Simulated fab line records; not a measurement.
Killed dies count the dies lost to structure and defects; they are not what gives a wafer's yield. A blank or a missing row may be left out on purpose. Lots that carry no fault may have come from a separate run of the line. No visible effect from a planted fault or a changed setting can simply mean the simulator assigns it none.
Matching of chambers	flow nand-harc	rie-diel-09 running NHARC_A_M0_STRIP_18: 4 sister chambers
The step strips in N2/H2. 16 wafers are shown with their chamber, then 8 later ones without.

## WAFERS PAIRED WITH THEIR CHAMBERS
wafer	chamber	oes-product-au (a.u.)	throttle-valve-pct (%)	rf-vpp-V (V)
L075.2	1	1.016	14.164	89.5
L075.5	3	0.993	14.173	88.8
L075.6	0	1.009	14.165	92.4
L078.2	2	0.989	14.168	90.8
L078.4	1	1.020	14.182	89.3
L078.6	3	0.992	14.177	90.8
L078.1	0	1.005	14.166	90.7
L078.3	3	0.991	14.166	89.8
L078.5	2	0.995	14.174	90.1
L079.2	3	0.987	14.179	92.1
L079.5	1	1.009	14.178	90.7
L079.6	2	0.988	14.166	91.8
L081.3	2	1.002	14.188	91.6
L081.4	0	1.011	14.166	90.3
L081.6	3	1.005	14.179	90.4
L083.2	1	1.012	14.175	90.0

SIGNATURES (averages over the wafers above)
reading	chamber 0	chamber 1	chamber 2	chamber 3	scatter within a chamber
oes-product-au	1.00833	1.01425	0.99350	0.99360	0.00574
throttle-valve-pct	14.16567	14.17475	14.17400	14.17480	0.00705
rf-vpp-V	91.133	89.875	91.075	90.380	0.977
Rule: distance of a wafer from a chamber = root of the sum over the readings of ((wafer's reading minus chamber's mean) / reading's scatter) squared. If the next closest chamber is less than 2 further off than the closest, the wafer can't be placed; otherwise it belongs to the closest. The scatter is the square root of a quotient: the sum, over the shown wafers, of each reading's squared deviation from its chamber's mean, divided by wafers minus chambers.

## WAFERS WITHOUT THEIR CHAMBER
wafer	oes-product-au (a.u.)	throttle-valve-pct (%)	rf-vpp-V (V)
L083.4	0.989	14.181	91.7
L083.6	1.003	14.164	91.2
L089.1	0.994	14.175	90.1
L089.3	1.001	14.174	91.4
L089.6	1.006	14.155	91.7
L097.2	1.007	14.160	90.8
L097.3	0.996	14.182	90.9
L097.6	1.014	14.177	91.2

## EACH ONE'S CHAMBER
wafer	from the rows above	in truth
L083.4	can't be placed: 2 or 3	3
L083.6	can't be placed: 0 or 2 or 3 or 1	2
L089.1	can't be placed: 3 or 2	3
L089.3	can't be placed: 2 or 3 or 0 or 1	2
L089.6	can't be placed: 0 or 2 or 1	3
L097.2	can't be placed: 0 or 1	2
L097.3	can't be placed: 3 or 2 or 0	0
L097.6	can't be placed: 1 or 0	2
Placed correctly: 0 of 8. Cannot be placed on the basis of these rows: 8; the candidates contain the true chamber in 5. Number placed wrongly: 0.
